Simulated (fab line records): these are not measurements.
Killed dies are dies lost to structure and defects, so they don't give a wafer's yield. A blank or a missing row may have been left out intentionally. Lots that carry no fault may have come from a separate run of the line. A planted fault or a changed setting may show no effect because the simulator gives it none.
fab line records + flow nand_harc
[record]
- lots = 13
- wafers = 37
- last_day = 25
route steps=1159 shown A_M0@1014
lots that met no fault: from a run of the same line without faults
start_h: start of the lot's first displayed wafer, in hours after the record's first day + wait_h: hours from the lot's prior step to this one + " the same as in the row above + L1.1+2: several wafers, shown together as one row + - no value, or no start was given + * or withheld: withheld + < > ~ a bound
route shown NAME@n: NAME is a module with steps in the file, n the number in the route of the first one + usual: average and standard deviation across the fault-free wafers + same: alike in all rows + chamber/n: place in a boat + sites: each site's reading + _std_site: the standard deviation of these + _edge_site: the outer-site mean with the inner-site mean subtracted + radius_mm: for every site, how far away it sits from the centre of the wafer + mask NAME#n: copy n + behind: the tool/chamber that last shaped the wafer + hold: cause of the lot's hold/its duration in hours/its outcome + device: the n, p or np transistor that did not switch + end of line: tests run on the same wafers once the route is complete + a step given without rows: its recipe and nothing more + killed: at the first sort, the dies lost to defects and structure; wafer yield is something else + map: a wafer's dies, marking killed ones x, the rest . and places with no die _
set.NAME: the setting that was run; set.NAME@STEP: the one run at that earlier step + model.NAME: the simulator's own value behind a step, which no gauge read
a sample of lots followed through the steps of the route, with each step as a table and each wafer as a row
services: from which hour (start_h, from the record's first day; less than 0 if before it) a tool's chamber was out of use, for how many hours, and why
[[steps]]
[step NHARC_A_M0_PRE_CLEAN_29]
[recipe]
- time_s = 30
- temp_c = 280
- gas = H2/He
[usual]
- heater_power_w = 395/37
| lot.wafer | tool           | chamber | start_h | wait_h | heater_power_w |
|-----------|----------------|---------|---------|--------|----------------|
| L546.4    | pvd_sputter-02 | -       | -       | -      | 358            |
| L546.3    | "              | -       | "       | "      | 436            |
| L546.2    | "              | -       | "       | "      | 430            |
| L549.4    | pvd_sputter-03 | -       | -       | -      | 351            |
| L549.2    | "              | -       | "       | "      | 337            |
| L549.6    | "              | -       | "       | "      | 414            |
| L547.2    | pvd_sputter-01 | -       | -       | -      | 351            |
| L547.5    | "              | -       | "       | "      | 420            |
| L547.6    | "              | -       | "       | "      | 416            |
| L548.3    | pvd_sputter-03 | -       | -       | -      | 364            |
| L548.2    | "              | -       | "       | "      | 340            |
| L548.5    | "              | -       | "       | "      | 349            |
| L550.3    | pvd_sputter-01 | -       | -       | -      | 351            |
| L550.4    | "              | -       | "       | "      | 417            |
| L550.2    | "              | -       | "       | "      | 416            |
| L551.1    | pvd_sputter-01 | -       | -       | -      | 423            |
| L551.3    | "              | -       | "       | "      | 450            |
| L551.5    | "              | -       | "       | "      | 420            |
| L558.1    | pvd_sputter-01 | -       | -       | -      | 452            |
| L558.2    | "              | -       | "       | "      | 421            |
| L560.2    | pvd_sputter-01 | -       | -       | -      | 458            |
| L560.1    | "              | -       | "       | "      | 410            |
| L566.2    | pvd_sputter-01 | -       | -       | -      | 452            |
| L566.3    | "              | -       | "       | "      | 360            |
| L566.1    | "              | -       | "       | "      | 413            |
| L564.3    | pvd_sputter-02 | -       | -       | -      | 422            |
| L564.6    | "              | -       | "       | "      | 350            |
| L564.5    | "              | -       | "       | "      | 430            |
| L563.3    | pvd_sputter-03 | -       | -       | -      | 407            |
| L563.6    | "              | -       | "       | "      | 355            |
| L563.5    | "              | -       | "       | "      | 353            |
| L568.2    | pvd_sputter-02 | -       | -       | -      | 371            |
| L568.3    | "              | -       | "       | "      | 359            |
| L568.1    | "              | -       | "       | "      | 440            |
| L569.2    | pvd_sputter-02 | -       | -       | -      | 422            |
| L569.3    | "              | -       | "       | "      | 438            |
| L569.6    | "              | -       | "       | "      | 422            |
[step NHARC_A_M0_ECD_22]
[recipe]
- target_thk_a = 4000
- bath_temp_c = 25
- material = Cu
| lot.wafer  | tool      | chamber | start_h | wait_h |
|------------|-----------|---------|---------|--------|
| L546.2+3+4 | ecd_cu-01 | 1,1,0   | 417.83  | -      |
| L549.2+4+6 | ecd_cu-02 | 1,0,0   | 418.00  | -      |
| L547.2+6+5 | ecd_cu-01 | 0,0,1   | 418.29  | -      |
| L548.2+3+5 | ecd_cu-01 | 0       | 423.55  | -      |
| L550.2+4+3 | ecd_cu-02 | 0,1,0   | 424.03  | -      |
| L551.1+3+5 | ecd_cu-02 | 1,0,0   | 437.43  | -      |
| L558.1+2   | ecd_cu-02 | 0,1     | 469.37  | -      |
| L560.1+2   | ecd_cu-02 | 0,1     | 475.85  | -      |
| L566.2+1+3 | ecd_cu-01 | 0,1,1   | 499.29  | -      |
| L564.3+5+6 | ecd_cu-01 | 1,0,1   | 510.85  | -      |
| L563.3+6+5 | ecd_cu-01 | 0,1,0   | 517.70  | -      |
| L568.2+1+3 | ecd_cu-01 | 1,0,0   | 522.70  | -      |
| L569.2+3+6 | ecd_cu-01 | 1,0,0   | 557.63  | -      |
[step NHARC_A_M0_CMP_23]
[recipe]
- t_overpolish_s = 20
- target_thk_nm = 113.75
[usual]
- motor_current_A = 12.7/1.4
- time_to_endpoint_s = 28.4/2.2
| lot.wafer | tool   | chamber | start_h | wait_h | motor_current_A | time_to_endpoint_s |
|-----------|--------|---------|---------|--------|-----------------|--------------------|
| L546.3    | cmp-04 | 1       | 418.58  | -      | 11.6            | 31.0               |
| L546.2    | "      | 2       | "       | "      | 13.9            | 28.4               |
| L546.4    | "      | 3       | "       | "      | 14.6            | 32.0               |
| L549.2    | cmp-02 | 1       | 418.85  | -      | 12.1            | 31.5               |
| L549.4    | "      | 2       | "       | "      | 13.1            | 28.6               |
| L549.6    | "      | 1       | "       | "      | 13.1            | 31.8               |
| L547.2    | cmp-01 | 0       | 419.05  | -      | 11.0            | 25.8               |
| L547.6    | "      | 3       | "       | "      | 13.5            | 26.9               |
| L547.5    | "      | 0       | "       | "      | 11.2            | 28.4               |
| L548.3    | cmp-04 | 2       | 424.33  | -      | 14.6            | 27.5               |
| L548.2    | "      | 3       | "       | "      | 14.4            | 32.4               |
| L548.5    | "      | 1       | "       | "      | 12.2            | 29.4               |
| L550.3    | cmp-04 | 0       | 424.81  | -      | 10.8            | 23.9               |
| L550.4    | "      | 1       | "       | "      | 11.9            | 25.8               |
| L550.2    | "      | 2       | "       | "      | 15.1            | 25.8               |
| L551.3    | cmp-02 | 2       | 438.13  | -      | 13.0            | 28.3               |
| L551.1    | "      | 3       | "       | "      | 13.4            | 31.6               |
| L551.5    | "      | 1       | "       | "      | 12.4            | 32.6               |
| L558.1    | cmp-04 | 2       | 470.13  | -      | 14.3            | 29.3               |
| L558.2    | "      | 0       | "       | "      | 10.7            | 10.5               |
| L560.1    | cmp-02 | 2       | 476.60  | -      | 12.9            | 27.2               |
| L560.2    | "      | 3       | "       | "      | 13.4            | 11.7               |
| L566.3    | cmp-02 | 1       | 500.01  | -      | 12.2            | 31.3               |
| L566.2    | "      | 2       | "       | "      | 12.9            | 28.6               |
| L566.1    | "      | 3       | "       | "      | 13.3            | 31.1               |
| L564.3    | cmp-04 | 1       | 511.50  | -      | 12.2            | 25.3               |
| L564.5    | "      | 3       | "       | "      | 14.6            | 21.9               |
| L564.6    | "      | 0       | "       | "      | 11.0            | 26.4               |
| L563.3    | cmp-04 | 3       | 518.27  | -      | 15.1            | 31.3               |
| L563.6    | "      | 3       | "       | "      | 14.3            | 28.3               |
| L563.5    | "      | 0       | "       | "      | 9.8             | 24.4               |
| L568.2    | cmp-02 | 2       | 523.51  | -      | 12.8            | 29.1               |
| L568.1    | "      | 3       | "       | "      | 12.9            | 31.4               |
| L568.3    | "      | 0       | "       | "      | 12.8            | 30.2               |
| L569.3    | cmp-01 | 0       | 558.38  | -      | 11.2            | 30.8               |
| L569.2    | "      | 2       | "       | "      | 11.2            | 30.6               |
| L569.6    | "      | 0       | "       | "      | 11.5            | 31.8               |
[step NHARC_A_M0_INSPECT_27]
[usual]
- raw_defect_count = 411/120
| lot.wafer | tool              | chamber | start_h | wait_h | raw_defect_count |
|-----------|-------------------|---------|---------|--------|------------------|
| L546.2    | defect_inspect-01 | -       | 419.03  | 0.0    | 364              |
| L546.3    | "                 | -       | "       | "      | 362              |
| L546.4    | "                 | -       | "       | "      | 394              |
| L549.2    | defect_inspect-02 | -       | 419.30  | 0.0    | 319              |
| L549.4    | "                 | -       | "       | "      | 282              |
| L549.6    | "                 | -       | "       | "      | 292              |
| L547.2    | defect_inspect-01 | -       | 419.50  | 0.0    | 304              |
| L547.5    | "                 | -       | "       | "      | 451              |
| L547.6    | "                 | -       | "       | "      | 361              |
| L548.2    | defect_inspect-02 | -       | 424.75  | 0.0    | 339              |
| L548.3    | "                 | -       | "       | "      | 472              |
| L548.5    | "                 | -       | "       | "      | 294              |
| L550.2    | defect_inspect-01 | -       | 425.25  | 0.0    | 500              |
| L550.3    | "                 | -       | "       | "      | 533              |
| L550.4    | "                 | -       | "       | "      | 695              |
| L551.1    | defect_inspect-02 | -       | 438.57  | 0.0    | 356              |
| L551.3    | "                 | -       | "       | "      | 404              |
| L551.5    | "                 | -       | "       | "      | 328              |
| L558.1    | defect_inspect-01 | -       | 470.57  | 0.0    | 413              |
| L558.2    | "                 | -       | "       | "      | 311              |
| L560.1    | defect_inspect-02 | -       | 477.05  | 0.0    | 388              |
| L560.2    | "                 | -       | "       | "      | 755              |
| L566.1    | defect_inspect-01 | -       | 500.50  | 0.0    | 528              |
| L566.2    | "                 | -       | "       | "      | 570              |
| L566.3    | "                 | -       | "       | "      | 537              |
| L564.3    | defect_inspect-02 | -       | 511.92  | 0.0    | 280              |
| L564.5    | "                 | -       | "       | "      | 424              |
| L564.6    | "                 | -       | "       | "      | 490              |
| L563.3    | defect_inspect-01 | -       | 518.75  | 0.0    | 467              |
| L563.5    | "                 | -       | "       | "      | 380              |
| L563.6    | "                 | -       | "       | "      | 396              |
| L568.1    | defect_inspect-02 | -       | 523.96  | 0.0    | 345              |
| L568.2    | "                 | -       | "       | "      | 433              |
| L568.3    | "                 | -       | "       | "      | 347              |
| L569.2    | defect_inspect-01 | -       | 558.82  | 0.0    | 273              |
| L569.3    | "                 | -       | "       | "      | 353              |
| L569.6    | "                 | -       | "       | "      | 366              |
[step NHARC_A_M0_PRE_CLEAN_31]
[recipe]
- time_s = 12
- temp_c = 370
- rf_power_w = 300
- gas = NH3
[usual]
- heater_power_w = 608/86
| lot.wafer | tool     | chamber | start_h | wait_h | heater_power_w |
|-----------|----------|---------|---------|--------|----------------|
| L546.3    | pecvd-01 | 0       | 419.11  | 0.1    | 598            |
| L546.2    | "        | 1       | "       | "      | 526            |
| L546.4    | "        | 1       | "       | "      | 531            |
| L549.2    | pecvd-04 | 1       | 419.38  | 0.1    | 713            |
| L549.6    | "        | 0       | "       | "      | 523            |
| L549.4    | "        | 1       | "       | "      | 697            |
| L547.2    | pecvd-01 | 2       | 419.58  | 0.1    | 528            |
| L547.6    | "        | 1       | "       | "      | 546            |
| L547.5    | "        | 2       | "       | "      | 540            |
| L548.3    | pecvd-04 | 1       | 424.83  | 0.1    | 676            |
| L548.2    | "        | 2       | "       | "      | 788            |
| L548.5    | "        | 1       | "       | "      | 673            |
| L550.2    | pecvd-04 | 2       | 425.32  | 0.1    | 800            |
| L550.3    | "        | 0       | "       | "      | 588            |
| L550.4    | "        | 2       | "       | "      | 780            |
| L551.3    | pecvd-03 | 1       | 438.64  | 0.1    | 539            |
| L551.1    | "        | 0       | "       | "      | 652            |
| L551.5    | "        | 0       | "       | "      | 650            |
| L558.1    | pecvd-04 | 0       | 470.66  | 0.1    | 592            |
| L558.2    | "        | 1       | "       | "      | 714            |
| L560.2    | pecvd-04 | 2       | 477.11  | 0.1    | 774            |
| L560.1    | "        | 0       | "       | "      | 521            |
| L566.3    | pecvd-01 | 1       | 500.56  | 0.1    | 610            |
| L566.2    | "        | 2       | "       | "      | 493            |
| L566.1    | "        | 0       | "       | "      | 516            |
| L564.3    | pecvd-01 | 0       | 511.99  | 0.1    | 577            |
| L564.6    | "        | 1       | "       | "      | 541            |
| L564.5    | "        | 2       | "       | "      | 469            |
| L563.3    | pecvd-04 | 1       | 518.86  | 0.1    | 601            |
| L563.6    | "        | 0       | "       | "      | 602            |
| L563.5    | "        | 1       | "       | "      | 578            |
| L568.3    | pecvd-04 | 2       | 524.06  | 0.1    | 793            |
| L568.2    | "        | 0       | "       | "      | 610            |
| L568.1    | "        | 1       | "       | "      | 719            |
| L569.2    | pecvd-03 | 2       | 558.89  | 0.1    | 625            |
| L569.3    | "        | 1       | "       | "      | 515            |
| L569.6    | "        | 0       | "       | "      | 623            |
[[services]]
| tool           | chamber | start_h | hours | kind   |
|----------------|---------|---------|-------|--------|
| cmp-02         | -       | 393.90  | 2.7   | repair |
| cmp-04         | -       | 400.92  | 4.0   | pm     |
| cmp-01         | -       | 406.88  | 0.6   | repair |
| pecvd-01       | -       | 427.39  | 13.0  | pm     |
| cmp-02         | -       | 429.16  | 4.0   | pm     |
| pecvd-04       | -       | 429.54  | 1.1   | repair |
| pvd_sputter-01 | -       | 439.15  | 11.9  | repair |
| pecvd-01       | 2       | 444.03  | 16.4  | repair |
| ecd_cu-01      | -       | 448.37  | 8.0   | pm     |
| pvd_sputter-03 | -       | 458.23  | 10.0  | pm     |
| pecvd-03       | -       | 473.33  | 13.0  | pm     |
| cmp-01         | -       | 473.53  | 4.0   | pm     |
| cmp-04         | -       | 498.92  | 4.0   | pm     |
| cmp-01         | -       | 506.44  | 0.8   | repair |
| pvd_sputter-01 | -       | 516.10  | 10.0  | pm     |
| cmp-04         | -       | 518.80  | 1.2   | repair |
| cmp-02         | -       | 527.16  | 4.0   | pm     |
| ecd_cu-02      | -       | 532.27  | 8.0   | pm     |
| pecvd-03       | 2       | 534.18  | 19.8  | repair |
| pvd_sputter-02 | -       | 540.46  | 6.7   | repair |
| ecd_cu-02      | -       | 541.13  | 0.8   | repair |
| cmp-01         | -       | 548.57  | 1.0   | repair |
| pecvd-01       | 0       | 556.56  | 5.5   | repair |
| pecvd-04       | -       | 557.00  | 13.0  | pm     |
[[key]]
[first_sign]
- step = NHARC_A_M0_CMP_23
- reading = time_to_endpoint_s
- direction = down
- sigmas = 7.9
- usual = *
- struck = *
effect none on later readings
met_at NHARC_A_M0_ECD_22
struck_lots L558,L560
struck_wafers L558.2,L560.2
later_rows_left_out L558.2,L560.2
sort_left_out L558.2,L560.2
not_acting_at NHARC_A_M0_PRE_CLEAN_29,NHARC_A_M0_INSPECT_27,NHARC_A_M0_PRE_CLEAN_31
onset_between 437.43 469.37
[fault]
- kind = process_parameter_drift
- tool = ecd_cu-02
- chamber = -
- onset_h = 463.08
- steps = NHARC_A_M0_ECD_22
- channel = target_thk_a
- offset = *
- shape = step
- end_h = 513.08
- scope = struck_wafers_only
- acts_in = *
- stated = *
// sort_left_out: the simulated sort isn't trusted on such a fault, so these wafers' sort isn't shown, and their yield isn't known
// later_rows_left_out: the simulator's readings of these wafers behind a module that went badly wrong aren't trusted and aren't shown, but for the sort
